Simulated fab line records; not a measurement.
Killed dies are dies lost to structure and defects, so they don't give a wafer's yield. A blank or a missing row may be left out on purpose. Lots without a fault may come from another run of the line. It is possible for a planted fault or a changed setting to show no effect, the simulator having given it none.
Struck lot and sound lot, side by side	flow n5-finfet	17 out of 1938 route steps
Sound: wafers L996.1, L996.2, L996.3. Struck: wafer L110.3 (left out: L110.1, L110.6 of the same lot, which were not struck); the cause appears at the end.
Per side, at each step with rows, come the tool, then ch with its chambers, and then its first start. Under that, the readings that differ: sound wafers	struck wafers	difference of the means	sigmas: that difference in standard deviations of wafers without a fault.
alike: words and numbers the same on both sides, and readings whose means are apart by under 2 such deviations; not compared: readings that were withheld, readings missing a value for some wafer, numbers with overlapping values and no deviation given by the record, and bounds like >300 which may hide the same value.
Wherever a step has rows on one side only, a row that says differs or no value, or a row with sigmas, the two part there. When numbers do not overlap yet have no deviation, they are printed without sigmas and do not part them. A reading missing from all wafers of one side parts the sides only when that side holds two or more wafers.

first, 5 steps without rows for these wafers: N5_SD_EPI_P_EBR_05; N5_SD_EPI_P_SOFTBAKE_04 (time 60 s); N5_SD_EPI_P_EXPOSE_06 (exposes mask SD P BLK, target cd 240 nm); N5_SD_EPI_P_PEB_07 (peb time 60 s); N5_SD_EPI_P_DEVELOP_08 (develop time 30 s).
N5_SD_EPI_P_CD_MEAS_09: target cd 240 nm.
  sound on cd-sem-02 ch 0, day 3 08:13; struck on cd-sem-01 ch 0, day 6 19:38
  alike: cd-nm
N5_SD_EPI_P_OVL_MEAS_10:
  sound on overlay-02 ch 0, day 3 08:14; struck on overlay-01 ch 0, day 6 19:40
  alike: SD_P_BLK_OVL
N5_SD_EPI_P_INSPECT_11: inspects for defects (macro).
  sound on defect-inspect-01, day 3 08:16; struck on defect-inspect-02, day 6 19:41
  alike: raw-defect-count
N5_SD_EPI_P_DESCUM_14: chemistry O2, time 7.9 s.
  sound on rie-diel-05 ch 0,1,2, day 3 08:18; struck on rie-diel-05 ch 2, day 6 19:43
  alike: chamber-pressure-mTorr, drypump-motor-current-A, oes-product-au, rf-vpp-V, showerhead-plenum-p-Torr, throttle-valve-pct
  not compared: rf-hours-counter-h
N5_SD_EPI_P_ETCH_36: etches SiARC in CF4, target depth 45.5 nm, time 75.8 s.
  sound on rie-diel-05 ch 0,1,2, day 3 08:20; struck on rie-diel-05 ch 2, day 6 19:45
  alike: chamber-pressure-mTorr, drypump-motor-current-A, etch-rf-on-time-s, oes-product-au, rf-vpp-V, showerhead-plenum-p-Torr, throttle-valve-pct
  not compared: rf-hours-counter-h
N5_SD_EPI_P_ETCH_37: etches SOC in N2/H2, overetch 108 nm, time 486 s.
  sound on rie-diel-05 ch 0,1,2, day 3 08:23; struck on rie-diel-05 ch 2, day 6 19:49
  alike: chamber-pressure-mTorr, drypump-motor-current-A, oes-product-au, rf-vpp-V, showerhead-plenum-p-Torr, throttle-valve-pct
  not compared: rf-hours-counter-h
then, 1 step without rows for these wafers: N5_SD_EPI_P_STRIP_38 (strips in N2/H2).
N5_SD_EPI_P_ETCHBACK_46: etches SiNx in CH3F/O2, stops on SiO2, target depth 17.5 nm.
  sound on rie-diel-05 ch 0,1,2, day 3 08:43; struck on rie-diel-05 ch 2, day 6 20:08
reading	sound	struck	difference	sigmas
model.SiARC_of_SD_EPI_P_COAT_35.thk-nm (nm)	15 15.6 15.2	13.4	-1.9	
  alike: chamber-pressure-mTorr, drypump-motor-current-A, oes-product-au, rf-vpp-V, showerhead-plenum-p-Torr, throttle-valve-pct
  not compared: rf-hours-counter-h
N5_SD_EPI_P_ETCH_47: etches SiOCN in CH3F/O2, target depth 25 nm.
  sound on rie-diel-05 ch 0,1,2, day 3 08:49; struck on rie-diel-05 ch 2, day 6 20:14
  alike: chamber-pressure-mTorr, drypump-motor-current-A, oes-product-au, rf-vpp-V, showerhead-plenum-p-Torr, throttle-valve-pct
  not compared: rf-hours-counter-h
N5_SD_EPI_P_ETCH_16: etches SiO2 in CHF3/O2, target depth 5 nm.
  sound on rie-diel-05 ch 0,1,2, day 3 08:55; struck on rie-diel-05 ch 2, day 6 20:20
reading	sound	struck	difference	sigmas
model.SiARC_of_SD_EPI_P_COAT_35.thk-nm (nm)	11.4 12.2 11.8	10	-2	
  alike: chamber-pressure-mTorr, drypump-motor-current-A, oes-product-au, rf-vpp-V, showerhead-plenum-p-Torr, throttle-valve-pct
  not compared: rf-hours-counter-h
then, 1 step without rows for these wafers: N5_SD_EPI_P_STRIP_50 (strips in CHF3/O2).
-- here the record skips 5 days between the struck wafers' starts before and after, leaving off in module SD_EPI_P and picking up in module BEOL_M4 (first step shown: number 1111 of the route) --
N5_BEOL_M4_RC_MEAS_101:
  sound on prober-02 ch 0, day 8 11:53; struck on prober-01 ch 0, day 11 16:34
reading	sound	struck	difference	sigmas
ION_P (uA/um)	438 452 456	472	+23	+3
VT_P (mV)	-258.2 -258.4 -254.6	-244.8	+12.3	+4
  alike: DIBL_N, DIBL_P, IOFF_N, IOFF_P, ION_N, SS_N, SS_P, VT_N

## WHERE THEY PART
N5_BEOL_M4_RC_MEAS_101 only, going by this record.

WHY: what the simulator had put in
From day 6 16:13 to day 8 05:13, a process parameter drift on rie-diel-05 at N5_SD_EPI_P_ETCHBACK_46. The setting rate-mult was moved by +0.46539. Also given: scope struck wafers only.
